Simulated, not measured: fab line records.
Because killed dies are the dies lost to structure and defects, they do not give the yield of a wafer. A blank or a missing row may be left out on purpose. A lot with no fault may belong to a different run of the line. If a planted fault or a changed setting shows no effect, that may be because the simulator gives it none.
Which tool was responsible? / flow n5Finfet / 12 lots with 36 wafers sampled at 6 steps, on a route of 1938 steps

WHAT THE GAUGES READ, wafer by wafer
N5_BEOL_M8_OVL_MEAS_12.
lot=L076; measured=day 10 21:13; on=overlay-01; M8_OVL (nm)=0.3 -0.7 -0.2
lot=L079; measured=day 11 02:30; on=overlay-01; M8_OVL (nm)=-0.4 -0.5 -0.2
lot=L077; measured=day 11 10:45; on=overlay-01; M8_OVL (nm)=-0.1 -1.4 -0.2
lot=L080; measured=day 11 18:51; on=overlay-01; M8_OVL (nm)=0.6 -0.9 0.5
lot=L083; measured=day 12 19:26; on=overlay-02; M8_OVL (nm)=0.5 0.0 -0.4
lot=L085; measured=day 12 20:52; on=overlay-01; M8_OVL (nm)=-0.4 -0.3 -0.9
lot=L089; measured=day 14 01:11; on=overlay-02; M8_OVL (nm)=1.2 0.1 0.0
lot=L088; measured=day 14 01:50; on=overlay-01; M8_OVL (nm)=-0.4 0.3 -0.5
lot=L091; measured=day 14 16:47; on=overlay-01; M8_OVL (nm)=-0.6 -0.4 -0.4
lot=L093; measured=day 15 00:58; on=overlay-01; M8_OVL (nm)=-0.3 -0.3 -0.5
lot=L095; measured=day 15 07:04; on=overlay-02; M8_OVL (nm)=-1.1 -0.1 -0.7
lot=L096; measured=day 15 23:44; on=overlay-02; M8_OVL (nm)=-1.0 -0.9 -0.5

WHAT TOOL EACH LOT RAN ON (gives the tool, then ch and the chambers of the sampled wafers, and finally the start)
lot=L076; N5_BEOL_M6_STRIP_80=rieDiel-06 ch 0,2, day 10 08:26 or earlier; N5_BEOL_M6_DEGAS_44=pvdSputter-01, day 10 08:26; N5_BEOL_M6_ALD_77=aldMetal-03 ch 1,2,3, day 10 08:37; N5_BEOL_M7_STRIP_67=rieDiel-05 ch 2,3, day 10 14:54; N5_BEOL_M8_ILD_DEP_00=pecvd-01 ch 1,2, day 10 19:51
lot=L079; N5_BEOL_M6_STRIP_80=rieDiel-01 ch 1,3, day 10 14:11 or earlier; N5_BEOL_M6_DEGAS_44=pvdSputter-01, day 10 14:11; N5_BEOL_M6_ALD_77=aldMetal-04 ch 0,1,3, day 10 14:17; N5_BEOL_M7_STRIP_67=rieDiel-04 ch 1,2, day 10 17:46; N5_BEOL_M8_ILD_DEP_00=pecvd-04 ch 0,1,2, day 11 00:13
lot=L077; N5_BEOL_M6_STRIP_80=rieDiel-01 ch 0,1,3, day 10 17:15 or earlier; N5_BEOL_M6_DEGAS_44=pvdSputter-02, day 10 17:15; N5_BEOL_M6_ALD_77=aldMetal-03 ch 1,2, day 10 17:21; N5_BEOL_M7_STRIP_67=rieDiel-02 ch 0,3, day 11 00:20; N5_BEOL_M8_ILD_DEP_00=pecvd-04 ch 0,2, day 11 07:15
lot=L080; N5_BEOL_M6_STRIP_80=rieDiel-06 ch 1,2, day 11 01:50 or earlier; N5_BEOL_M6_DEGAS_44=pvdSputter-03, day 11 01:50; N5_BEOL_M6_ALD_77=aldMetal-04 ch 0,1,3, day 11 01:56; N5_BEOL_M7_STRIP_67=rieDiel-02 ch 0,2,3, day 11 08:04; N5_BEOL_M8_ILD_DEP_00=pecvd-03 ch 0,2, day 11 16:05
lot=L083; N5_BEOL_M6_STRIP_80=rieDiel-01 ch 0,1,3, day 12 04:29 or earlier; N5_BEOL_M6_DEGAS_44=pvdSputter-01, day 12 04:29; N5_BEOL_M6_ALD_77=aldMetal-04 ch 1,2,3, day 12 04:35; N5_BEOL_M7_STRIP_67=rieDiel-02 ch 1,2, day 12 11:33; N5_BEOL_M8_ILD_DEP_00=pecvd-01 ch 1,2, day 12 18:01
lot=L085; N5_BEOL_M6_STRIP_80=rieDiel-06 ch 0,2,3, day 12 07:33 or earlier; N5_BEOL_M6_DEGAS_44=pvdSputter-03, day 12 07:33; N5_BEOL_M6_ALD_77=aldMetal-03 ch 0,1,2, day 12 07:47; N5_BEOL_M7_STRIP_67=rieDiel-02 ch 0,1, day 12 13:02; N5_BEOL_M8_ILD_DEP_00=pecvd-04 ch 0,1,2, day 12 18:28
lot=L089; N5_BEOL_M6_STRIP_80=rieDiel-03 ch 0,3, day 13 12:05 or earlier; N5_BEOL_M6_DEGAS_44=pvdSputter-02, day 13 12:05; N5_BEOL_M6_ALD_77=aldMetal-04 ch 1,2,3, day 13 12:13; N5_BEOL_M7_STRIP_67=rieDiel-02 ch 2,3, day 13 16:58; N5_BEOL_M8_ILD_DEP_00=pecvd-03 ch 1,2, day 13 23:19
lot=L088; N5_BEOL_M6_STRIP_80=rieDiel-03 ch 0,1,3, day 13 12:15 or earlier; N5_BEOL_M6_DEGAS_44=pvdSputter-03, day 13 12:15; N5_BEOL_M6_ALD_77=aldMetal-03 ch 0,1,2, day 13 12:21; N5_BEOL_M7_STRIP_67=rieDiel-04 ch 0,1,2, day 13 17:27; N5_BEOL_M8_ILD_DEP_00=pecvd-03 ch 0,1,2, day 13 23:54
lot=L091; N5_BEOL_M6_STRIP_80=rieDiel-06 ch 0,1, day 14 04:32 or earlier; N5_BEOL_M6_DEGAS_44=pvdSputter-02, day 14 04:32; N5_BEOL_M6_ALD_77=aldMetal-01 ch 0,1,2, day 14 04:39; N5_BEOL_M7_STRIP_67=rieDiel-02 ch 1,2,3, day 14 08:38; N5_BEOL_M8_ILD_DEP_00=pecvd-04 ch 0,1, day 14 14:41
lot=L093; N5_BEOL_M6_STRIP_80=rieDiel-03 ch 0,2, day 14 11:35 or earlier; N5_BEOL_M6_DEGAS_44=pvdSputter-01, day 14 11:35; N5_BEOL_M6_ALD_77=aldMetal-03 ch 0,1, day 14 11:43; N5_BEOL_M7_STRIP_67=rieDiel-02 ch 0,2, day 14 17:49; N5_BEOL_M8_ILD_DEP_00=pecvd-03 ch 0,1, day 14 22:55
lot=L095; N5_BEOL_M6_STRIP_80=rieDiel-06 ch 0,2,3, day 14 14:41 or earlier; N5_BEOL_M6_DEGAS_44=pvdSputter-01, day 14 14:41; N5_BEOL_M6_ALD_77=aldMetal-04 ch 2,3, day 14 14:51; N5_BEOL_M7_STRIP_67=rieDiel-04 ch 0,1,2, day 14 19:50; N5_BEOL_M8_ILD_DEP_00=pecvd-04 ch 0,1,2, day 15 04:19
lot=L096; N5_BEOL_M6_STRIP_80=rieDiel-01 ch 0,2, day 15 07:46 or earlier; N5_BEOL_M6_DEGAS_44=pvdSputter-02, day 15 07:46; N5_BEOL_M6_ALD_77=aldMetal-04 ch 0,1, day 15 07:52; N5_BEOL_M7_STRIP_67=rieDiel-02 ch 0,2, day 15 12:50; N5_BEOL_M8_ILD_DEP_00=pecvd-04 ch 0,1,2, day 15 20:46
- N5_BEOL_M6_STRIP_80: strips in N2/H2, time 10 s.
- N5_BEOL_M6_DEGAS_44: time 60 s.
- N5_BEOL_M6_ALD_77: deposits TaN, target thk 2 nm, pulse time 2 s, purge time 3 s.
- N5_BEOL_M7_STRIP_67: strips in CF4.
- N5_BEOL_M8_ILD_DEP_00: deposits SiCOH lowk from DEMS/porogen, target thk 179.75 nm, time 33.4 s.

THE ANSWER, worked out from the rows above alone
Rule: the usual values come from the lots themselves. Put in order of their means at a reading, lots are off if they are a third of the lots or fewer, leave a main group of 4 or more, and stand apart from it by a gap of 3 or more times the standard deviation of the main group's means; of several such gaps the widest counts. A main group is skipped when, at the precision printed for the reading in the tables above, its means are all equal. Also off: a lot with no number at a reading for which 4 or more lots have one. Where the step has rows for the other lots, those lots are counted as sound.
Nothing can be told from this: no lot is off at any reading shown.

WHAT THE SIMULATOR HAD INSERTED
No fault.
